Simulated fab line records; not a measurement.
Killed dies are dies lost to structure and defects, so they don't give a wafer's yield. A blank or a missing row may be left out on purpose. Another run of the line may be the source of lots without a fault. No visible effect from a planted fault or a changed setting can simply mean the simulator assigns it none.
fab line records    flow n5_finfet
record lots=7  wafers=21
route steps=1938 shown BEOL_M10@1500 BEOL_M11@1573 BEOL_M14@1722 BEOL_M15@1800
start_h: start of the lot's first displayed wafer, in hours after the record's first day    wait_h: time in hours since the lot's previous step    " repeats the value in the row above    L1.1+2: several wafers, shown together as one row    - no value, or no start given    * or withheld: withheld    < > ~ a bound
route shown NAME@n: a module of which the file shows steps, and the number in the route of the first    usual: average and standard deviation across the fault-free wafers    same: alike in all rows    chamber/n: place in a boat    sites: the reading at each site    _std_site: how widely they spread, as a standard deviation    _edge_site: the outer-site mean with the inner-site mean subtracted    radius_mm: how far each site lies from the wafer's centre    mask NAME#n: copy n    behind: the last tool/chamber to shape the wafer    hold: the reason the lot was held/the length of the hold in hours/how it ended    device: the n, p or np transistor that did not switch    end of line: the tests these same wafers got at the end of their route    where a step has no rows: the recipe by itself    killed: count of dies lost to structure and defects at first sort (not the wafer's yield)    map: per-die view of a wafer (x killed, . not killed, _ where there is no die)
set.NAME: the setting that was run; set.NAME@STEP: the one run at that earlier step    model.NAME: the simulator's own value behind a step, which no gauge read
lots where settings were altered on purpose, with a table for each step and a row for each wafer
## steps
# step N5_BEOL_M10_PEB_26
# recipe peb_temp_c=withheld  peb_time_s=60  resist=CAR-ArF
lot.wafer   tool            chamber  start_h  wait_h  set.peb_time_s
L074.1+5+6  litho_track-01  0        216.81   0.1     60
L079.2+5    litho_track-02  0        235.00   0.1     60
L079.3      "               0        "        "       55.43
L082.1+2+3  litho_track-01  0        260.51   0.1     60
L084.2+3+5  litho_track-02  0        278.90   0.1     60
L086.1+6    litho_track-05  0        296.60   0.1     71.09
L086.2      "               0        "        "       60
L091.1+3    litho_track-05  0        314.80   0.1     53.35
L091.5      "               0        "        "       60
L095.1+2+4  litho_track-05  0        350.31   0.1     60
# step N5_BEOL_M10_DEVELOP_27
# recipe develop_time_s=30  developer=TMAH  resist=CAR-ArF  rinse_liquid=diw  dry=air_spin  dev_temp_c=23
# step N5_BEOL_M10_CD_MEAS_28
# recipe target_cd_nm=70  landing_energy_ev=500  detector=se_inlens  polarity=opening
# usual cd_nm=69.9/1.2
lot.wafer  tool       chamber  start_h  wait_h  set.peb_time_s@BEOL_M10_PEB_26  cd_nm
L074.1     cd_sem-03  0        216.88   -       60                              69.5
L074.5     "          0        "        "       60                              70.3
L074.6     "          0        "        "       60                              69.5
L079.2     cd_sem-03  0        235.07   -       60                              72.0
L079.3     "          0        "        "       55.43                           67.9
L079.5     "          0        "        "       60                              69.7
L082.1     cd_sem-01  0        260.58   -       60                              70.3
L082.2     "          0        "        "       60                              67.8
L082.3     "          0        "        "       60                              69.3
L084.2     cd_sem-03  0        278.97   -       60                              71.7
L084.3     "          0        "        "       60                              68.5
L084.5     "          0        "        "       60                              69.9
L086.1     cd_sem-01  0        296.67   -       71.09                           77.1
L086.2     "          0        "        "       60                              69.9
L086.6     "          0        "        "       71.09                           78.2
L091.1     cd_sem-03  0        314.87   -       53.35                           63.8
L091.3     "          0        "        "       53.35                           62.9
L091.5     "          0        "        "       60                              68.9
L095.1     cd_sem-02  0        350.38   -       60                              71.5
L095.2     "          0        "        "       60                              69.6
L095.4     "          0        "        "       60                              69.9
# step N5_BEOL_M10_TRENCH_ETCH_37
# recipe chemistry=C4F6/O2  target_depth_a=1488.3  target=SiCOH_lowk  time_s=48  ion_energy_ev=250  pressure_mtorr=30  source_w=345  bias_w=185  Ar_flow_sccm=300  C4F6_flow_sccm=10  O2_flow_sccm=10
lot.wafer  tool         chamber  start_h  wait_h  set.time_s  model.BEOL_M10.feature_depth_nm  model.etch.depth_nm
L074.1     rie_diel-04  0        -        -       40.28       126.2                            126.2
L074.5     "            1        "        "       40.28       126.6                            126.7
L074.6     "            0        "        "       48          152                              152
L079.2     rie_diel-05  2        -        -       44.21       130.6                            130.6
L079.3     "            3        "        "       48          144.6                            144.6
L079.5     "            1        "        "       48          150.8                            150.7
L082.1     rie_diel-04  2        -        -       41.34       133.6                            133.7
L082.2     "            3        "        "       41.34       133                              133
L082.3     "            0        "        "       41.34       131.6                            131.7
L084.2     rie_diel-04  0        -        -       56.12       175.2                            175.2
L084.3     "            3        "        "       56.12       178.8                            178.8
L084.5     "            3        "        "       48          151.4                            151.4
L086.1     rie_diel-03  2        -        -       48          154                              153.9
L086.2     "            1        "        "       48          148.6                            148.6
L086.6     "            3        "        "       39.35       127.8                            127.9
L091.1     rie_diel-05  0        -        -       53.65       159.4                            159.4
L091.3     "            2        "        "       48          139.4                            139.4
L091.5     "            2        "        "       48          138.4                            138.4
L095.1     rie_diel-05  3        -        -       48          146.8                            146.7
L095.2     "            1        "        "       48          152                              152.1
L095.4     "            1        "        "       48          151.2                            151.2
# step N5_BEOL_M10_ETCH_41
# recipe chemistry=CH3F/O2  target=SiCN  target_depth_a=426  taper_deg=2  time_s=86  ion_energy_ev=120  mask_material=TiN  pressure_mtorr=30  source_w=395  bias_w=75  Ar_flow_sccm=150  CH3F_flow_sccm=30  O2_flow_sccm=20
# step N5_BEOL_M10_STRIP_77
# recipe chemistry=N2/H2  time_s=10  power_w=450  temp_c=40  pressure_mtorr=20  rf_frequency_hz=6e+07  bias_power_w=7  n2_flow_sccm=200  h2_flow_sccm=200
# step N5_BEOL_M10_OCD_MEAS_38
# usual trench_depth_nm=149/4.1
lot.wafer  tool    chamber  start_h  wait_h  set.time_s@BEOL_M10_TRENCH_ETCH_37  trench_depth_nm
L074.1     ocd-01  -        217.51   -       40.28                               126
L074.5     "       -        "        "       40.28                               127
L074.6     "       -        "        "       48                                  152
L079.2     ocd-01  -        235.65   -       44.21                               130
L079.3     "       -        "        "       48                                  145
L079.5     "       -        "        "       48                                  151
L082.1     ocd-02  -        261.16   -       41.34                               134
L082.2     "       -        "        "       41.34                               133
L082.3     "       -        "        "       41.34                               132
L084.2     ocd-02  -        279.55   -       56.12                               175
L084.3     "       -        "        "       56.12                               178
L084.5     "       -        "        "       48                                  151
L086.1     ocd-01  -        297.40   -       48                                  154
L086.2     "       -        "        "       48                                  148
L086.6     "       -        "        "       39.35                               128
L091.1     ocd-01  -        315.47   -       53.65                               159
L091.3     "       -        "        "       48                                  139
L091.5     "       -        "        "       48                                  138
L095.1     ocd-02  -        350.96   -       48                                  146
L095.2     "       -        "        "       48                                  152
L095.4     "       -        "        "       48                                  151
# step N5_BEOL_M10_HM_STRIP_39
# recipe chemistry=peroxide_tin_strip  material=TiN  target_depth_a=250  temp_c=50  time_s=158
# step N5_BEOL_M10_SRD_40
# recipe time_s=30  temp_c=23  rinse_liquid=diw  dry=ipa_marangoni
# step N5_BEOL_M10_ECD_50
# recipe material=Cu  target_thk_a=3180
# step N5_BEOL_M10_ANNEAL_51
# recipe temp_c=225  time_s=90  ambient=N2
# step N5_BEOL_M10_CMP_52
# recipe stop_on=SiCOH_lowk  t_overpolish_s=7  down_force_psi=1  platen_rpm=50  clearing_platen_down_force_psi=1.5  clearing_platen_rpm=50  post_cmp_clean=cu_alkaline  target_thk_nm=140  clearing_platen_pad_velocity_m_s=0.99484  pad_velocity_m_s=0.99484
lot.wafer  tool    chamber  start_h  wait_h  set.time_s@BEOL_M10_TRENCH_ETCH_37  model.Cu_of_BEOL_M10_ECD_50.thk_nm
L074.1     cmp-02  0        219.24   0.3     40.28                               117.4
L074.5     "       3        "        "       40.28                               115.6
L074.6     "       0        "        "       48                                  143.6
L079.3     cmp-02  1        239.54   0.2     48                                  135.6
L079.2     "       2        "        "       44.21                               123.2
L079.5     "       0        "        "       48                                  142.6
L082.3     cmp-04  1        264.30   0.3     41.34                               122.4
L082.2     "       2        "        "       41.34                               125.2
L082.1     "       3        "        "       41.34                               125.4
L084.2     cmp-03  1        281.57   0.2     56.12                               168.8
L084.3     "       0        "        "       56.12                               170
L084.5     "       1        "        "       48                                  145.2
L086.1     cmp-03  0        300.14   0.3     48                                  143.8
L086.2     "       1        "        "       48                                  143.4
L086.6     "       3        "        "       39.35                               118.6
L091.1     cmp-03  2        318.87   0.3     53.65                               151
L091.3     "       3        "        "       48                                  130.4
L091.5     "       1        "        "       48                                  131.8
L095.2+4   cmp-02  1,3      353.48   0.2     48                                  140.6
L095.1     "       2        "        "       48                                  140.2
# step N5_BEOL_M10_THK_MEAS_53
# recipe thk_meas_gauge=xrf  reads=Cu_of_BEOL_M10_ECD_50
# usual M10_THK=144/4.7
lot.wafer  tool           chamber  start_h  wait_h  set.time_s@BEOL_M10_TRENCH_ETCH_37  M10_THK[nm]
L074.1     film_metro-02  -        219.49   -       40.28                               121
L074.5     "              -        "        "       40.28                               118
L074.6     "              -        "        "       48                                  147
L079.2     film_metro-01  -        239.76   -       44.21                               126
L079.3     "              -        "        "       48                                  138
L079.5     "              -        "        "       48                                  145
L082.1     film_metro-02  -        264.59   -       41.34                               128
L082.2     "              -        "        "       41.34                               128
L082.3     "              -        "        "       41.34                               126
L084.2     film_metro-01  -        281.87   -       56.12                               171
L084.3     "              -        "        "       56.12                               173
L084.5     "              -        "        "       48                                  147
L086.1     film_metro-01  -        300.39   -       48                                  148
L086.2     "              -        "        "       48                                  148
L086.6     "              -        "        "       39.35                               122
L091.1     film_metro-01  -        319.12   -       53.65                               153
L091.3     "              -        "        "       48                                  132
L091.5     "              -        "        "       48                                  133
L095.1     film_metro-02  -        353.74   -       48                                  143
L095.2     "              -        "        "       48                                  142
L095.4     "              -        "        "       48                                  143
# step N5_BEOL_M10_PRE_CLEAN_55
# recipe gas=NH3  time_s=15  temp_c=withheld  rf_power_w=300
# step N5_BEOL_M10_DEP_56
# recipe material=SiCN  target_thk_a=150  temp_c=withheld  precursor=3MS/NH3  pressure_torr=3  rf_w=202  time_s=26.5
# step N5_BEOL_M10_RS_MEAS_57
# recipe thk_meas_gauge=four-point-probe  reads=Cu_of_BEOL_M10_ECD_50+Co_of_BEOL_M10_CVD_75+TaN_of_BEOL_M10_ALD_74
# usual M10_RS=0.149/0.0051
lot.wafer  tool           chamber  start_h  wait_h  set.time_s@BEOL_M10_TRENCH_ETCH_37  M10_RS[ohm/sq]
L074.1     film_metro-01  -        219.63   0.1     40.28                               0.183
L074.5     "              -        "        "       40.28                               0.187
L074.6     "              -        "        "       48                                  0.146
L079.2     film_metro-01  -        239.90   0.1     44.21                               0.173
L079.3     "              -        "        "       48                                  0.156
L079.5     "              -        "        "       48                                  0.147
L082.1     film_metro-02  -        264.73   0.1     41.34                               0.170
L082.2     "              -        "        "       41.34                               0.171
L082.3     "              -        "        "       41.34                               0.175
L084.2     film_metro-02  -        282.00   0.1     56.12                               0.123
L084.3     "              -        "        "       56.12                               0.122
L084.5     "              -        "        "       48                                  0.145
L086.1     film_metro-02  -        300.56   0.1     48                                  0.147
L086.2     "              -        "        "       48                                  0.147
L086.6     "              -        "        "       39.35                               0.181
L091.1     film_metro-01  -        319.26   0.1     53.65                               0.138
L091.3     "              -        "        "       48                                  0.163
L091.5     "              -        "        "       48                                  0.161
L095.1     film_metro-02  -        353.87   0.1     48                                  0.151
L095.2     "              -        "        "       48                                  0.150
L095.4     "              -        "        "       48                                  0.150
# step N5_BEOL_M11_ETCH_66
# recipe chemistry=N2/H2  target=SOC  target_depth_a=1200  overetch_a=240  mask_material=SiARC  temp_c=40  time_s=180  ion_energy_ev=200  pressure_mtorr=30  source_w=840  bias_w=150  n2_flow_sccm=200  h2_flow_sccm=200
lot.wafer  tool         chamber  start_h  wait_h  set.time_s  model.SiARC_of_BEOL_M11_COAT_64.thk_nm
L074.1     rie_diel-01  2        224.02   0.0     180         22.6
L074.5     "            2        "        "       162         23.2
L074.6     "            3        "        "       180         22.8
L079.2+3   rie_diel-02  0,1      245.11   0.0     217.6       21.6
L079.5     "            1        "        "       180         23
L082.1+3   rie_diel-01  1,3      268.62   0.0     180         22.8
L082.2     "            2        "        "       180         22.6
L084.2+5   rie_diel-06  0        288.94   0.0     180         22
L084.3     "            2        "        "       180         22.4
L086.1     rie_diel-06  0        304.42   0.0     180         22
L086.2+6   "            2,3      "        "       180         22.4
L091.1     rie_diel-02  1        325.11   0.0     180         22.8
L091.3     "            2        "        "       180         22.4
L091.5     "            1        "        "       143.9       24.2
L095.1+4   rie_diel-02  2        357.64   0.0     180         22.4
L095.2     "            0        "        "       180         23
# step N5_BEOL_M11_TRENCH_ETCH_37
# recipe chemistry=C4F6/O2  target_depth_a=1488.3  target=SiCOH_lowk  time_s=48  ion_energy_ev=250  pressure_mtorr=30  source_w=345  bias_w=185  Ar_flow_sccm=300  C4F6_flow_sccm=10  O2_flow_sccm=10
# usual rf_vpp_V=669/12
lot.wafer  tool         chamber  start_h  wait_h  set.bias_w  rf_vpp_V
L074.1     rie_diel-01  2        -        -       185         680
L074.5     "            2        "        "       185         680
L074.6     "            3        "        "       185         669
L079.2     rie_diel-02  0        -        -       185         678
L079.3     "            1        "        "       185         656
L079.5     "            1        "        "       185         656
L082.1     rie_diel-01  1        -        -       172.9       646
L082.2     "            2        "        "       185         680
L082.3     "            3        "        "       185         666
L084.2     rie_diel-06  0        -        -       199.8       721
L084.3     "            2        "        "       185         656
L084.5     "            0        "        "       199.8       720
L086.1     rie_diel-06  0        -        -       185         680
L086.2     "            2        "        "       185         656
L086.6     "            3        "        "       185         658
L091.1     rie_diel-02  1        -        -       185         658
L091.3     "            2        "        "       185         688
L091.5     "            1        "        "       154.4       570
L095.1     rie_diel-02  2        -        -       185         688
L095.2     "            0        "        "       185         676
L095.4     "            2        "        "       185         687
# step N5_BEOL_M14_EXPOSE_07
# recipe mask_id=V13  na=0.8  source_shape=annular  sigma_inner=0.5  sigma_outer=0.8  polarization=unpolarized  attpsm_phase_deg=180  dose_mj=57
lot.wafer   tool            chamber  start_h  wait_h  mask   set.dose_mj
L074.1+5    krf_scanner-02  0        236.26   -       V13#0  55.28
L074.6      "               0        "        "       V13#0  57
L079.2      krf_scanner-01  0        259.40   -       V13#0  57
L079.3+5    "               0        "        "       V13#0  59.98
L082.1+2    krf_scanner-01  0        282.79   -       V13#0  57
L082.3      "               0        "        "       V13#0  58.94
L084.2      krf_scanner-01  0        301.46   -       V13#0  57
L084.3+5    "               0        "        "       V13#0  60.39
L086.1      krf_scanner-02  0        317.83   -       V13#0  57
L086.2+6    "               0        "        "       V13#0  58.14
L091.1+3+5  krf_scanner-01  0        339.21   -       V13#0  55.05
L095.1+2+4  krf_scanner-02  0        371.48   -       V13#0  57
# step N5_BEOL_M14_PEB_08
# recipe peb_temp_c=130  peb_time_s=90
# step N5_BEOL_M14_DEVELOP_09
# recipe develop_time_s=45  rinse_liquid=diw  dry=air_spin  dev_temp_c=21
# step N5_BEOL_M14_HARDBAKE_14
# recipe temp_c=130  time_s=120
# step N5_BEOL_M14_CD_MEAS_10
# recipe target_cd_nm=250  landing_energy_ev=500  detector=se_inlens  polarity=opening
# usual cd_nm=248.8/2.8
lot.wafer  tool       chamber  start_h  wait_h  set.dose_mj@BEOL_M14_EXPOSE_07  cd_nm
L074.1     cd_sem-03  0        236.44   -       55.28                           241.7
L074.5     "          0        "        "       55.28                           241.1
L074.6     "          0        "        "       57                              249.4
L079.2     cd_sem-01  0        259.57   -       57                              245.6
L079.3     "          0        "        "       59.98                           257.9
L079.5     "          0        "        "       59.98                           253.9
L082.1     cd_sem-03  0        282.96   -       57                              246.2
L082.2     "          0        "        "       57                              245.6
L082.3     "          0        "        "       58.94                           256.7
L084.2     cd_sem-02  0        301.63   -       57                              253.3
L084.3     "          0        "        "       60.39                           260.2
L084.5     "          0        "        "       60.39                           264.5
L086.1     cd_sem-01  0        318.01   -       57                              244.2
L086.2     "          0        "        "       58.14                           251.9
L086.6     "          0        "        "       58.14                           254.0
L091.1     cd_sem-02  0        339.39   -       55.05                           243.2
L091.3     "          0        "        "       55.05                           242.0
L091.5     "          0        "        "       55.05                           241.9
L095.1     cd_sem-02  0        371.66   -       57                              252.0
L095.2     "          0        "        "       57                              249.4
L095.4     "          0        "        "       57                              245.1
# step N5_BEOL_M14_ETCH_59
# recipe chemistry=N2/H2  target=BARC  target_depth_a=890  overetch_a=267  time_s=67.9  ion_energy_ev=200  pressure_mtorr=30  source_w=840  bias_w=150  n2_flow_sccm=200  h2_flow_sccm=200
lot.wafer   tool         chamber  start_h  wait_h  set.h2_flow_sccm
L074.1+5+6  rie_diel-03  3,3,1    236.56   0.0     200
L079.2+3    rie_diel-05  0,2      259.69   0.0     200
L079.5      "            0        "        "       207.5
L082.1+2+3  rie_diel-03  2,0,3    283.08   0.0     200
L084.2+3+5  rie_diel-03  2,3,0    301.75   0.0     200
L086.1+6    rie_diel-03  3,1      318.13   0.0     204.5
L086.2      "            2        "        "       200
L091.1+5    rie_diel-04  3,2      339.51   0.0     200
L091.3      "            2        "        "       204.5
L095.1+2+4  rie_diel-03  3,1,2    371.80   0.0     200
# step N5_BEOL_M14_VIA_ETCH_16
# recipe chemistry=C4F8/O2/Ar  target=SiO2  he_inner_torr=15  he_outer_torr=30  target_depth_a=12313  time_s=withheld  ion_energy_ev=800  pressure_mtorr=20  source_w=1905  bias_w=2040  Ar_flow_sccm=400  C4F8_flow_sccm=16  O2_flow_sccm=12  ends=cleared
# step N5_BEOL_M14_STRIP_63
# recipe chemistry=O2  power_w=600  temp_c=60  pressure_mtorr=30  rf_frequency_hz=6e+07  bias_power_w=0  overash_fraction=0.3  o2_flow_sccm=225
# step N5_BEOL_M14_STRIP_71
# recipe chemistry=post_etch_residue_remover  time_s=60  temp_c=25  remover_ph=withheld  remover_water_wt_pct=withheld  remover_fluoride_wt_pct=withheld
# step N5_BEOL_M14_SRD_72
# recipe time_s=30  temp_c=23  rinse_liquid=diw  dry=n2_spin  spin_rpm=1500  dry_time_s=30
# step N5_BEOL_M14_CD_MEAS_17
# recipe target_cd_nm=250  polarity=opening
# usual cd_nm=249/3
lot.wafer  tool       chamber  start_h  wait_h  set.dose_mj@BEOL_M14_EXPOSE_07  cd_nm
L074.1     cd_sem-03  -        236.99   0.0     55.28                           243
L074.5     "          -        "        "       55.28                           243
L074.6     "          -        "        "       57                              250
L079.2     cd_sem-03  -        260.10   0.0     57                              243
L079.3     "          -        "        "       59.98                           258
L079.5     "          -        "        "       59.98                           252
L082.1     cd_sem-01  -        283.48   0.0     57                              248
L082.2     "          -        "        "       57                              246
L082.3     "          -        "        "       58.94                           256
L084.2     cd_sem-01  -        302.15   0.0     57                              255
L084.3     "          -        "        "       60.39                           261
L084.5     "          -        "        "       60.39                           266
L086.1     cd_sem-03  -        318.53   0.0     57                              245
L086.2     "          -        "        "       58.14                           254
L086.6     "          -        "        "       58.14                           254
L091.1     cd_sem-01  -        339.91   0.0     55.05                           246
L091.3     "          -        "        "       55.05                           243
L091.5     "          -        "        "       55.05                           243
L095.1     cd_sem-03  -        372.20   0.0     57                              253
L095.2     "          -        "        "       57                              248
L095.4     "          -        "        "       57                              247
# step N5_BEOL_M15_EXPOSE_25
# recipe mask_id=M15  na=0.8  source_shape=annular  sigma_inner=0.5  sigma_outer=0.8  polarization=unpolarized  target_cd_nm=400  dose_mj=35.5
lot.wafer   tool            chamber  start_h  wait_h  mask   set.dose_mj
L074.1      krf_scanner-02  0        243.09   -       M15#0  35.5
L074.5+6    "               0        "        "       M15#0  36.88
L079.2+5    krf_scanner-02  0        266.20   -       M15#0  35.5
L079.3      "               0        "        "       M15#0  33.87
L082.1      krf_scanner-01  0        291.18   -       M15#0  35.5
L082.2+3    "               0        "        "       M15#0  34.42
L084.2+3    krf_scanner-02  0        309.00   -       M15#0  36.25
L084.5      "               0        "        "       M15#0  35.5
L086.1+2    krf_scanner-01  0        326.61   -       M15#0  35.5
L086.6      "               0        "        "       M15#0  37
L091.1+3    krf_scanner-01  0        345.72   -       M15#0  37.96
L091.5      "               0        "        "       M15#0  35.5
L095.1+2+4  krf_scanner-02  0        377.71   -       M15#0  35.5
# step N5_BEOL_M15_PEB_26
# recipe peb_temp_c=130  peb_time_s=90
# step N5_BEOL_M15_DEVELOP_27
# recipe develop_time_s=45  rinse_liquid=diw  dry=air_spin  dev_temp_c=21
# step N5_BEOL_M15_HARDBAKE_32
# recipe temp_c=130  time_s=120
# step N5_BEOL_M15_CD_MEAS_28
# recipe target_cd_nm=407.6  landing_energy_ev=500  detector=se_inlens
# usual cd_nm=407/3
lot.wafer  tool       chamber  start_h  wait_h  set.dose_mj@BEOL_M15_EXPOSE_25  cd_nm
L074.1     cd_sem-02  0        243.26   -       35.5                            404
L074.5     "          0        "        "       36.88                           412
L074.6     "          0        "        "       36.88                           411
L079.2     cd_sem-01  0        266.37   -       35.5                            407
L079.3     "          0        "        "       33.87                           397
L079.5     "          0        "        "       35.5                            404
L082.1     cd_sem-03  0        291.35   -       35.5                            405
L082.2     "          0        "        "       34.42                           404
L082.3     "          0        "        "       34.42                           399
L084.2     cd_sem-03  0        309.17   -       36.25                           406
L084.3     "          0        "        "       36.25                           408
L084.5     "          0        "        "       35.5                            401
L086.1     cd_sem-01  0        326.79   -       35.5                            410
L086.2     "          0        "        "       35.5                            408
L086.6     "          0        "        "       37                              418
L091.1     cd_sem-02  0        345.89   -       37.96                           416
L091.3     "          0        "        "       37.96                           417
L091.5     "          0        "        "       35.5                            412
L095.1     cd_sem-01  0        377.88   -       35.5                            403
L095.2     "          0        "        "       35.5                            403
L095.4     "          0        "        "       35.5                            404
# step N5_BEOL_M15_DESCUM_33
# recipe chemistry=O2  time_s=7.9  source_power_w=50  bias_power_w=20  pressure_mtorr=20  rf_frequency_hz=2.712e+07  temp_c=40  o2_flow_sccm=225
lot.wafer  tool         chamber  start_h  wait_h  set.dose_mj@BEOL_M15_EXPOSE_25  model.BEOL_M15.cd_nm
L074.1     rie_diel-01  0        243.35   0.0     35.5                            404.2
L074.5     "            0        "        "       36.88                           411.6
L074.6     "            1        "        "       36.88                           410.8
L079.2     rie_diel-01  1        266.45   0.0     35.5                            407
L079.3     "            3        "        "       33.87                           397.2
L079.5     "            2        "        "       35.5                            404.4
L082.1     rie_diel-01  1        291.74   0.3     35.5                            405.4
L082.2     "            0        "        "       34.42                           404.6
L082.3     "            2        "        "       34.42                           399.2
L084.2     rie_diel-02  3        309.26   0.0     36.25                           405.8
L084.3     "            0        "        "       36.25                           407.8
L084.5     "            0        "        "       35.5                            401
L086.1     rie_diel-02  0        326.87   0.0     35.5                            410.2
L086.2     "            1        "        "       35.5                            408.2
L086.6     "            0        "        "       37                              417.8
L091.1     rie_diel-01  1        345.98   0.0     37.96                           415.6
L091.3     "            3        "        "       37.96                           417
L091.5     "            1        "        "       35.5                            411.4
L095.1     rie_diel-01  1        377.97   0.0     35.5                            403.6
L095.2     "            0        "        "       35.5                            402.6
L095.4     "            2        "        "       35.5                            404
## key
split step=N5_BEOL_M10_PEB_26  setting=peb_time_s  stated=60  by=wafer
response step=N5_BEOL_M10_CD_MEAS_28  reading=cd_nm  change=+0.432  per=1%  r=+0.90
split step=N5_BEOL_M10_TRENCH_ETCH_37  setting=time_s  stated=48  by=wafer
response step=N5_BEOL_M10_TRENCH_ETCH_37  reading=model.BEOL_M10.feature_depth_nm  change=+1.54  per=1%  r=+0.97
response step=N5_BEOL_M10_TRENCH_ETCH_37  reading=model.etch.depth_nm  change=+1.54  per=1%  r=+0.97
response step=N5_BEOL_M10_OCD_MEAS_38  reading=trench_depth_nm  change=+1.52  per=1%  r=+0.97
response step=N5_BEOL_M10_CMP_52  reading=model.Cu_of_BEOL_M10_ECD_50.thk_nm  change=+1.55  per=1%  r=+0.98
response step=N5_BEOL_M10_THK_MEAS_53  reading=M10_THK  change=+1.6  per=1%  r=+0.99
response step=N5_BEOL_M10_RS_MEAS_57  reading=M10_RS  change=-0.00194  per=1%  r=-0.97
split step=N5_BEOL_M11_ETCH_66  setting=time_s  stated=180  by=wafer
response step=N5_BEOL_M11_ETCH_66  reading=model.SiARC_of_BEOL_M11_COAT_64.thk_nm  change=-0.0707  per=1%  r=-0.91
split step=N5_BEOL_M11_TRENCH_ETCH_37  setting=bias_w  stated=185  by=wafer
response step=N5_BEOL_M11_TRENCH_ETCH_37  reading=rf_vpp_V  change=+6.3  per=1%  r=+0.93
split step=N5_BEOL_M14_EXPOSE_07  setting=dose_mj  stated=57  by=wafer
response step=N5_BEOL_M14_CD_MEAS_10  reading=cd_nm  change=+2.13  per=1%  r=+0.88
response step=N5_BEOL_M14_CD_MEAS_17  reading=cd_nm  change=+2.19  per=1%  r=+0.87
split step=N5_BEOL_M14_ETCH_59  setting=h2_flow_sccm  stated=200  by=wafer
response none clear
split step=N5_BEOL_M15_EXPOSE_25  setting=dose_mj  stated=35.5  by=wafer
response step=N5_BEOL_M15_CD_MEAS_28  reading=cd_nm  change=+1.39  per=1%  r=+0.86
response step=N5_BEOL_M15_DESCUM_33  reading=model.BEOL_M15.cd_nm  change=+1.38  per=1%  r=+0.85
